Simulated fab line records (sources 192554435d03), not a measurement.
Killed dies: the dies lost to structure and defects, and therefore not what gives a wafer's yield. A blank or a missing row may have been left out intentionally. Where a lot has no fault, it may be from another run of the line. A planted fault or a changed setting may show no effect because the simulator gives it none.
Chamber matching -- flow n5_finfet -- uv_cure-01 running N5_BEOL_M8_CURE_74: 3 sister chambers
The step cures SiCOH lowk, time 240 s. 6 wafers are shown with their chamber, then 12 later ones without.

## WAFERS PAIRED WITH THEIR CHAMBERS
wafer,chamber,wafer_temp_C_max,lamp_power_pct (%)
L078.5,1,386.7,52.21
L078.6,1,387.0,52.31
L082.4,2,388.4,52.32
L082.6,2,388.4,52.34
L090.2,0,385.7,52.32
L090.6,0,387.0,52.35

## WAFERS WITH NO CHAMBER GIVEN
wafer,wafer_temp_C_max,lamp_power_pct (%)
L092.2,386.4,52.33
L092.3,386.1,52.29
L092.6,386.2,52.23
L091.1,387.6,52.40
L091.2,387.7,52.32
L091.3,387.5,52.31
L093.1,386.7,52.30
L093.2,387.1,52.37
L093.6,386.6,52.38
L094.1,387.4,52.26
L094.2,387.5,52.32
L094.6,388.1,52.31

## CHAMBER TAKEN BY EACH
wafer,from the rows above,in truth
L092.2,can't be placed: 0 or 1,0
L092.3,can't be placed: 0 or 1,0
L092.6,can't be placed: 1 or 0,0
L091.1,can't be placed: 2 or 0 or 1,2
L091.2,can't be placed: 2 or 1 or 0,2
L091.3,can't be placed: 1 or 2 or 0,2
L093.1,can't be placed: 1 or 0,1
L093.2,can't be placed: 0 or 2 or 1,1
L093.6,can't be placed: 0 or 1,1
L094.1,can't be placed: 1 or 2 or 0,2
L094.2,can't be placed: 2 or 1 or 0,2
L094.6,can't be placed: 2 or 1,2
0 of 12 placed correctly. Unplaceable from these rows: 12, with the true chamber sitting among the candidates in 12. Wrongly placed: 0.
How it was worked out, from the rows above alone: a wafer's distance from a chamber is the root of the sum, over the readings, of the square of ((its reading less the chamber's mean) divided by the reading's scatter). If the next closest chamber is less than 2 further off than the closest, the wafer can't be placed; otherwise it belongs to the closest. For every chamber, the mean is computed from those of its wafers that are shown. How the scatter is found: for the shown wafers, subtract from each reading the mean of its chamber, square and add these, divide the total by (wafers less chambers), then take the root.
